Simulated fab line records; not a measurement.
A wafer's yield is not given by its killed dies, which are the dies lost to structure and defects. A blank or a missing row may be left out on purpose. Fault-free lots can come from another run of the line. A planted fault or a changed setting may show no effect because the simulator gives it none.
Which tool was responsible?	flow n5-finfet	24 lots with 72 wafers sampled at 6 steps, on a route of 1938 steps

WHAT EACH GAUGE READ, for each wafer
The record holds no reading of a measuring or inspecting step that can be judged against a usual standard deviation.

WHAT TOOL EACH LOT RAN ON (gives the tool, then ch and the chambers of the sampled wafers, and finally the start)
lot	N5_BEOL_M2_ETCH_69	N5_BEOL_M2_SPUTTER_48	N5_BEOL_M2_ANNEAL_49	N5_BEOL_M2_ANNEAL_89	N5_BEOL_M3_PECVD_72	N5_BEOL_M3_HM_DEP_02
L074	rie-diel-01 ch 0,1,3, day 6 13:50	pvd-sputter-01, day 6 23:48	pvd-sputter-01, day 6 23:53	pvd-sputter-01, day 7 00:46	pecvd-04 ch 1,2, day 7 03:11	pvd-sputter-01, day 7 04:35
L075	rie-diel-01 ch 1,2,3, day 6 18:37	pvd-sputter-03, day 7 04:50	pvd-sputter-03, day 7 04:55	pvd-sputter-03, day 7 05:47	pecvd-03 ch 0,2, day 7 07:59	pvd-sputter-01, day 7 09:41
L076	rie-diel-01 ch 0,1,2, day 7 00:41	pvd-sputter-02, day 7 02:55	pvd-sputter-02, day 7 02:59	pvd-sputter-02, day 7 03:52	pecvd-03 ch 0,1, day 7 06:11	pvd-sputter-01, day 7 06:18
L077	rie-diel-06 ch 0,1, day 7 07:25	pvd-sputter-03, day 7 11:14	pvd-sputter-03, day 7 11:19	pvd-sputter-03, day 7 12:12	pecvd-03 ch 0,1,2, day 7 14:13	pvd-sputter-02, day 7 14:40
L078	rie-diel-01 ch 1,2, day 7 15:37	pvd-sputter-02, day 7 18:14	pvd-sputter-02, day 7 18:19	pvd-sputter-02, day 7 19:12	pecvd-02 ch 0,1,2, day 7 21:13	pvd-sputter-03, day 7 21:53
L079	rie-diel-01 ch 0,1,2, day 7 19:43	pvd-sputter-02, day 7 22:11	pvd-sputter-02, day 7 22:16	pvd-sputter-02, day 7 23:08	pecvd-02 ch 0,1,2, day 8 01:10	pvd-sputter-01, day 8 03:23
L080	rie-diel-03 ch 0,1,2, day 7 23:43	pvd-sputter-03, day 8 05:28	pvd-sputter-03, day 8 05:32	pvd-sputter-03, day 8 06:25	pecvd-04 ch 0,1, day 8 08:32	pvd-sputter-02, day 8 12:27
L081	rie-diel-06 ch 0,1,3, day 8 19:12	pvd-sputter-02, day 8 23:16	pvd-sputter-02, day 8 23:21	pvd-sputter-02, day 9 00:14	pecvd-04 ch 0,2, day 9 02:15	pvd-sputter-01, day 9 02:18
L082	rie-diel-06 ch 0,1,3, day 8 19:19	pvd-sputter-03, day 8 22:46	pvd-sputter-03, day 8 22:50	pvd-sputter-03, day 8 23:43	pecvd-04 ch 0,2, day 9 01:44	pvd-sputter-03, day 9 01:50
L083	rie-diel-01 ch 1,2,3, day 8 23:24	pvd-sputter-01, day 9 02:24	pvd-sputter-01, day 9 02:29	pvd-sputter-01, day 9 03:22	pecvd-03 ch 0,2, day 9 05:25	pvd-sputter-01, day 9 07:11
L084	rie-diel-06 ch 0,1, day 9 08:51	pvd-sputter-02, day 9 11:50	pvd-sputter-02, day 9 11:55	pvd-sputter-02, day 9 12:48	pecvd-04 ch 0,1,2, day 9 14:49	pvd-sputter-02, day 9 15:43
L085	rie-diel-01 ch 0,1,2, day 9 15:38	pvd-sputter-03, day 9 17:10	pvd-sputter-03, day 9 17:15	pvd-sputter-03, day 9 18:08	pecvd-02 ch 0,1, day 9 20:10	pvd-sputter-01, day 9 22:32
L086	rie-diel-03 ch 0,1,2, day 9 16:35	pvd-sputter-03, day 9 20:27	pvd-sputter-03, day 9 20:32	pvd-sputter-03, day 9 21:25	pecvd-02 ch 0,1, day 9 23:28	pvd-sputter-01, day 9 23:34
L087	rie-diel-01 ch 0,1,3, day 9 20:58	pvd-sputter-01, day 10 01:43	pvd-sputter-01, day 10 01:48	pvd-sputter-01, day 10 02:41	pecvd-04 ch 0,1, day 10 04:42	pvd-sputter-03, day 10 05:02
L088	rie-diel-03 ch 0,1,3, day 10 00:03	pvd-sputter-01, day 10 05:20	pvd-sputter-01, day 10 05:25	pvd-sputter-01, day 10 06:18	pecvd-04 ch 0,2, day 10 08:52	pvd-sputter-01, day 10 10:00
L089	rie-diel-01 ch 1,2,3, day 10 11:58	pvd-sputter-01, day 10 14:32	pvd-sputter-01, day 10 14:37	pvd-sputter-01, day 10 15:30	pecvd-02 ch 0,1, day 10 17:33	pvd-sputter-02, day 10 18:51
L090	rie-diel-03 ch 0,3, day 10 17:49	pvd-sputter-01, day 10 19:56	pvd-sputter-01, day 10 20:01	pvd-sputter-01, day 10 20:54	pecvd-03 ch 0,2, day 10 22:59	pvd-sputter-01, day 10 23:52
L091	rie-diel-06 ch 0,2,3, day 10 23:23	pvd-sputter-02, day 11 09:05	pvd-sputter-02, day 11 09:10	pvd-sputter-02, day 11 10:03	pecvd-03 ch 0,1, day 11 12:04	pvd-sputter-03, day 11 12:55
L092	rie-diel-06 ch 2,3, day 10 23:47	pvd-sputter-01, day 11 09:20	pvd-sputter-01, day 11 09:25	pvd-sputter-01, day 11 10:17	pecvd-03 ch 0,1,2, day 11 12:18	pvd-sputter-03, day 11 13:01
L093	rie-diel-06 ch 0,1,3, day 11 07:06	pvd-sputter-01, day 11 15:41	pvd-sputter-01, day 11 15:46	pvd-sputter-01, day 11 16:39	pecvd-02 ch 0,2, day 11 18:40	pvd-sputter-01, day 11 20:45
L094	rie-diel-06 ch 0,3, day 11 08:23	pvd-sputter-01, day 11 18:55	pvd-sputter-01, day 11 18:59	pvd-sputter-01, day 11 19:52	pecvd-04 ch 1,2, day 11 22:32	pvd-sputter-02, day 12 00:49
L095	rie-diel-01 ch 1,2, day 11 19:31	pvd-sputter-02, day 11 22:22	pvd-sputter-02, day 11 22:27	pvd-sputter-02, day 11 23:26	pecvd-03 ch 0,2, day 12 01:35	pvd-sputter-03, day 12 01:52
L096	rie-diel-03 ch 0,1,3, day 11 23:40	pvd-sputter-02, day 12 02:38	pvd-sputter-02, day 12 02:43	pvd-sputter-02, day 12 03:43	pecvd-02 ch 0,1, day 12 05:52	pvd-sputter-01, day 12 06:17
L097	rie-diel-01 ch 0,2,3, day 12 11:41	pvd-sputter-03, day 12 17:15	pvd-sputter-03, day 12 17:20	pvd-sputter-03, day 12 18:13	pecvd-03 ch 0,1, day 12 20:16	pvd-sputter-01, day 12 20:25
- N5_BEOL_M2_ETCH_69: etches SiARC in CF4, target depth 15.6 nm, time 26 s.
- N5_BEOL_M2_SPUTTER_48: material Cu, target thk 4.5 nm, time 8.29 s.
- N5_BEOL_M2_ANNEAL_49: time 240 s.
- N5_BEOL_M2_ANNEAL_89: time 240 s.
- N5_BEOL_M3_PECVD_72: deposits SiO2 from TEOS/O2, target thk 16 nm, time 18 s.
- N5_BEOL_M3_HM_DEP_02: deposits TiN, target thk 20 nm.

WHAT THE TOOLS THEMSELVES READ (means of the sampled wafers that have a number; where no wafer has one, the mark that the record gives instead)
N5_BEOL_M2_ETCH_69. Usual: for chamber-pressure-mTorr, 40.00 mTorr with a standard deviation of 0.037; for drypump-motor-current-A, 5.8 A with a standard deviation of 0.49; for etch-rf-on-time-s, 25.7 s with a standard deviation of 0.62; for oes-product-au, 0.70 a.u. with a standard deviation of 0.077; for rf-vpp-V, 184.4 V with a standard deviation of 0.96; for showerhead-plenum-p-Torr, 2.16 Torr with a standard deviation of 0.052; for throttle-valve-pct, 15.60 % with a standard deviation of 0.26.
lot	tool	chamber-pressure-mTorr (mTorr)	drypump-motor-current-A (A)	etch-rf-on-time-s (s)	oes-product-au (a.u.)	rf-vpp-V (V)	showerhead-plenum-p-Torr (Torr)	throttle-valve-pct (%)	flag
L074	rie-diel-01	39.98	6.2	26.1	0.66	185.4	2.16	15.61	
L075	rie-diel-01	40.00	5.7	25.7	0.66	184.1	2.14	15.61	
L076	rie-diel-01	40.00	6.1	25.8	0.65	184.4	2.16	15.64	
L077	rie-diel-06	40.01	5.7	25.6	0.75	184.5	2.26	15.41	
L078	rie-diel-01	40.00	5.7	25.5	0.66	184.2	2.13	15.65	
L079	rie-diel-01	40.00	6.1	25.7	0.65	185.1	2.16	15.67	
L080	rie-diel-03	40.02	5.8	26.0	0.77	184.3	2.15	15.55	
L081	rie-diel-06	40.04	5.6	25.7	0.70	185.7	2.21	15.66	
L082	rie-diel-06	39.96	5.6	25.7	0.70	184.9	2.21	15.66	
L083	rie-diel-01	40.03	5.7	25.9	0.65	184.0	2.13	15.64	
L084	rie-diel-06	40.02	5.4	26.4	0.69	186.2	2.24	15.55	
L085	rie-diel-01	40.03	6.1	25.6	0.71	183.8	2.15	15.51	
L086	rie-diel-03	40.02	5.7	26.1	0.74	183.3	2.15	15.58	
L087	rie-diel-01	40.02	6.2	25.5	0.71	184.5	2.15	15.49	
L088	rie-diel-03	40.00	5.9	25.5	0.76	183.3	2.12	15.48	
L089	rie-diel-01	40.00	5.7	25.6	0.72	184.1	2.12	15.50	
L090	rie-diel-03	39.99	5.8	25.8	0.76	183.8	2.15	15.52	
L091	rie-diel-06	40.01	5.5	25.8	0.70	184.3	2.18	15.73	
L092	rie-diel-06	40.02	5.6	25.0	0.70	183.8	2.14	15.85	
L093	rie-diel-06	39.95	5.6	25.7	0.67	185.4	2.20	15.72	
L094	rie-diel-06	40.00	5.5	25.4	0.64	184.7	2.15	15.94	
L095	rie-diel-01	40.00	6.0	25.6	0.74	184.5	2.14	15.33	
L096	rie-diel-03	39.98	5.9	25.7	0.74	183.7	2.12	15.51	
L097	rie-diel-01	40.04	5.8	25.4	0.80	183.8	2.13	15.40	

N5_BEOL_M2_SPUTTER_48. Usual: 29.9 % for throttle-valve-pct, sd 0.95.
lot	tool	throttle-valve-pct (%)	flag
L074	pvd-sputter-01	30.6	
L075	pvd-sputter-03	30.6	
L076	pvd-sputter-02	29.2	
L077	pvd-sputter-03	30.4	
L078	pvd-sputter-02	28.9	
L079	pvd-sputter-02	29.3	
L080	pvd-sputter-03	30.2	
L081	pvd-sputter-02	28.9	
L082	pvd-sputter-03	30.6	
L083	pvd-sputter-01	30.8	
L084	pvd-sputter-02	29.3	
L085	pvd-sputter-03	30.3	
L086	pvd-sputter-03	30.7	
L087	pvd-sputter-01	29.9	
L088	pvd-sputter-01	30.2	
L089	pvd-sputter-01	30.4	
L090	pvd-sputter-01	30.5	
L091	pvd-sputter-02	29.0	
L092	pvd-sputter-01	30.9	
L093	pvd-sputter-01	29.9	
L094	pvd-sputter-01	30.1	
L095	pvd-sputter-02	29.1	
L096	pvd-sputter-02	29.3	
L097	pvd-sputter-03	30.6	

N5_BEOL_M2_ANNEAL_49. Usual: 832 W for heater-power-w, sd 70.
lot	tool	heater-power-w (W)	flag
L074	pvd-sputter-01	851	
L075	pvd-sputter-03	809	
L076	pvd-sputter-02	876	
L077	pvd-sputter-03	798	
L078	pvd-sputter-02	867	
L079	pvd-sputter-02	893	
L080	pvd-sputter-03	792	
L081	pvd-sputter-02	824	
L082	pvd-sputter-03	798	
L083	pvd-sputter-01	815	
L084	pvd-sputter-02	823	
L085	pvd-sputter-03	812	
L086	pvd-sputter-03	817	
L087	pvd-sputter-01	785	
L088	pvd-sputter-01	951	
L089	pvd-sputter-01	786	
L090	pvd-sputter-01	779	
L091	pvd-sputter-02	858	
L092	pvd-sputter-01	803	
L093	pvd-sputter-01	859	
L094	pvd-sputter-01	923	
L095	pvd-sputter-02	852	
L096	pvd-sputter-02	842	
L097	pvd-sputter-03	828	

N5_BEOL_M2_ANNEAL_89. Usual: 833 W for heater-power-w, sd 70.
lot	tool	heater-power-w (W)	flag
L074	pvd-sputter-01	850	
L075	pvd-sputter-03	821	
L076	pvd-sputter-02	870	
L077	pvd-sputter-03	800	
L078	pvd-sputter-02	854	
L079	pvd-sputter-02	898	
L080	pvd-sputter-03	808	
L081	pvd-sputter-02	824	
L082	pvd-sputter-03	807	
L083	pvd-sputter-01	817	
L084	pvd-sputter-02	820	
L085	pvd-sputter-03	822	
L086	pvd-sputter-03	809	
L087	pvd-sputter-01	789	
L088	pvd-sputter-01	945	
L089	pvd-sputter-01	795	
L090	pvd-sputter-01	804	
L091	pvd-sputter-02	847	
L092	pvd-sputter-01	810	
L093	pvd-sputter-01	876	
L094	pvd-sputter-01	931	
L095	pvd-sputter-02	834	
L096	pvd-sputter-02	840	
L097	pvd-sputter-03	819	

N5_BEOL_M3_PECVD_72. Usual: heater-power-w 739 W, standard deviation 110; showerhead-plenum-p-Torr 8.79 Torr, standard deviation 0.051; throttle-valve-pct 22.0 %, standard deviation 0.79.
lot	tool	heater-power-w (W)	showerhead-plenum-p-Torr (Torr)	throttle-valve-pct (%)	flag
L074	pecvd-04	712	8.77	20.8	
L075	pecvd-03	914	8.72	22.0	
L076	pecvd-03	846	8.72	21.9	
L077	pecvd-03	828	8.75	22.0	
L078	pecvd-02	710	8.87	22.5	
L079	pecvd-02	730	8.87	22.4	
L080	pecvd-04	572	8.79	22.1	
L081	pecvd-04	684	8.80	21.9	
L082	pecvd-04	727	8.79	21.9	
L083	pecvd-03	829	8.74	22.1	
L084	pecvd-04	637	8.78	21.6	
L085	pecvd-02	728	8.83	22.9	
L086	pecvd-02	746	8.82	22.8	
L087	pecvd-04	580	8.82	22.4	
L088	pecvd-04	650	8.80	21.8	
L089	pecvd-02	692	8.83	22.8	
L090	pecvd-03	847	8.76	22.2	
L091	pecvd-03	832	8.72	22.1	
L092	pecvd-03	782	8.76	22.1	
L093	pecvd-02	728	8.90	21.2	
L094	pecvd-04	667	8.78	21.4	
L095	pecvd-03	904	8.73	22.4	
L096	pecvd-02	695	8.83	22.3	
L097	pecvd-03	848	8.72	22.2	

N5_BEOL_M3_HM_DEP_02. Usual: 30.1 % for throttle-valve-pct, sd 0.93.
lot	tool	throttle-valve-pct (%)	flag
L074	pvd-sputter-01	31.1	
L075	pvd-sputter-01	30.4	
L076	pvd-sputter-01	30.7	
L077	pvd-sputter-02	29.0	
L078	pvd-sputter-03	30.9	
L079	pvd-sputter-01	30.4	
L080	pvd-sputter-02	29.2	
L081	pvd-sputter-01	30.1	
L082	pvd-sputter-03	30.2	
L083	pvd-sputter-01	30.4	
L084	pvd-sputter-02	29.4	
L085	pvd-sputter-01	30.4	
L086	pvd-sputter-01	30.5	
L087	pvd-sputter-03	29.3	
L088	pvd-sputter-01	30.2	
L089	pvd-sputter-02	29.0	
L090	pvd-sputter-01	30.6	
L091	pvd-sputter-03	30.2	
L092	pvd-sputter-03	29.9	
L093	pvd-sputter-01	29.7	
L094	pvd-sputter-02	29.2	
L095	pvd-sputter-03	30.2	
L096	pvd-sputter-01	29.9	
L097	pvd-sputter-01	30.1	

THE ANSWER, worked out from the rows above alone
Rule: a lot counts as off when the mean over its wafers that have a number is more than 3 standard deviations away from the usual mean. A lot without any number at a reading at which 4 lots or more have one is off too. Where the step has rows for the other lots, those lots are counted as sound. The gauges are gone through in route order, then the tools' own readings, and for those a lot's mean is taken as printed above. At the first step where some lot is off, the reading lying furthest off is the one used; lots without a number count as furthest.
None of the lots is off at any reading shown; this tells nothing.

WHAT HAD BEEN PUT IN BY THE SIMULATOR
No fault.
